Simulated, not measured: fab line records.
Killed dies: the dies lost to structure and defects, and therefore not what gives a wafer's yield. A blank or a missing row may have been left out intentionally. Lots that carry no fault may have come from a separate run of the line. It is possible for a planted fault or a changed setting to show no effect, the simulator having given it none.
A lot that was struck, set against a sound lot	flow nand-harc	14 steps out of a route of 1159
Sound: these wafers, L324.1, L324.3, L324.6. Struck: wafer L328.4 (L328.2, L328.5, from the same lot, were not struck and are left out); the cause is given at the end.
Each step with rows lists, per side, the tool, then ch with its chambers, then its first start. Under that, the readings that differ: sound wafers	struck wafers	difference of the means	sigmas: that difference in standard deviations of wafers without a fault.
alike: words and numbers the same on both sides, and readings whose means are apart by under 2 such deviations; not compared: readings that were withheld, readings missing a value for some wafer, numbers with overlapping values and no deviation given by the record, and bounds like >300 which may hide the same value.
A row with sigmas, a row that says differs or no value, or rows on one side alone: a step with any of these is where the two part. Numbers that don't overlap but have no deviation are shown without sigmas and don't part them. A reading missing from all wafers of one side parts the sides only when that side holds two or more wafers.

first, 3 steps without rows for these wafers: NHARC_A_SLIT_EXPOSE_06 (exposes mask SLIT); NHARC_A_SLIT_PEB_07 (peb time 65 s); NHARC_A_SLIT_DEVELOP_08 (develop time 35 s).
NHARC_A_SLIT_CD_MEAS_09: target cd 300 nm.
  sound on cd-sem-02 ch 0, day 14 18:16; struck on cd-sem-03 ch 0, day 16 19:23
  alike: cd-nm
NHARC_A_SLIT_OVL_MEAS_10:
  sound on overlay-01, day 14 18:22; struck on overlay-01, day 16 19:28
  alike: overlay-x-nm, overlay-y-nm
NHARC_A_SLIT_INSPECT_11:
  sound on defect-inspect-01, day 14 18:23; struck on defect-inspect-02, day 16 19:31
  alike: raw-defect-count
NHARC_A_SLIT_DESCUM_14: chemistry O2, time 3 s.
  sound on rie-diel-07 ch 0,1,3, day 14 18:28; struck on rie-diel-11 ch 1, day 16 19:34
  alike: drypump-motor-current-A, o2-flow-sccm, oes-product-au, rf-vpp-V, showerhead-plenum-p-Torr, throttle-valve-pct
  not compared: rf-hours-counter-h
NHARC_A_SLIT_ETCH_24: etches the open film in CF4/CHF3, target depth 121 nm, time 60.5 s.
  sound on rie-diel-07 ch 2,3, day 14 18:32; struck on rie-diel-11 ch 1, day 16 19:40
  alike: chf3-flow-sccm, drypump-motor-current-A, oes-product-au, rf-vpp-V, run-length-s, showerhead-plenum-p-Torr, throttle-valve-pct
  not compared: rf-hours-counter-h
NHARC_A_SLIT_ETCH_15: etches the open film in O2/COS, target depth 3200 nm, time 832 s.
  sound: rie-diel-07 ch 0,2,3; struck: rie-diel-11 ch 2
reading	sound	struck	difference	sigmas
drypump-motor-current-A (A)	6.3 5.6 6.1	5.0	-1.0	-2
  alike: o2-flow-sccm, oes-product-au, rf-vpp-V, run-length-s, showerhead-plenum-p-Torr, throttle-valve-pct
  not compared: rf-hours-counter-h
NHARC_A_SLIT_ETCH_17: etches the open film in C4F8/O2/Ar, time 1687.5 s, target depth 10100 nm.
  sound on har-etch-01 ch 0,1, day 14 19:13; struck on har-etch-01 ch 1, day 16 20:35
  alike: drypump-motor-current-A, esc-clamp-current-uA, o2-flow-sccm, run-length-s, showerhead-plenum-p-Torr, throttle-valve-pct
  not compared: rf-hours-counter-h
then, 2 steps without rows for these wafers: NHARC_A_SLIT_ETCH_26 (etches the open film in C4F8/O2/Ar, time 90 s, target depth 400 nm); NHARC_A_SLIT_STRIP_28 (strips in O2/COS).
NHARC_A_SLIT_ETCH_29: etches the open film in CF4/O2, target depth 100 nm, overetch 10 nm, time 55 s.
  sound on rie-diel-07 ch 1,3, day 14 21:20; struck on rie-diel-07 ch 3, day 16 22:26
reading	sound	struck	difference	sigmas
run-length-s (s)	77.0 76.5 76.7	72.3	-4.4	-10
  alike: drypump-motor-current-A, o2-flow-sccm, oes_f_703_au, oes-product-au, rf-vpp-V, showerhead-plenum-p-Torr, throttle-valve-pct
  not compared: rf-hours-counter-h
NHARC_A_SLIT_STRIP_18: strips in O2.
  sound: rie-diel-07 ch 2,3; struck: rie-diel-07 ch 2
  alike: drypump-motor-current-A, o2-flow-sccm, oes-product-au, rf-vpp-V, showerhead-plenum-p-Torr, throttle-valve-pct
  not compared: rf-hours-counter-h

== WHERE THEY PART ==
Last at NHARC_A_SLIT_ETCH_29 as far as this record goes, first at NHARC_A_SLIT_ETCH_15. Later steps at which nothing parts them and some readings are alike: NHARC_A_SLIT_STRIP_18.

WHY: what had been put in by the simulator
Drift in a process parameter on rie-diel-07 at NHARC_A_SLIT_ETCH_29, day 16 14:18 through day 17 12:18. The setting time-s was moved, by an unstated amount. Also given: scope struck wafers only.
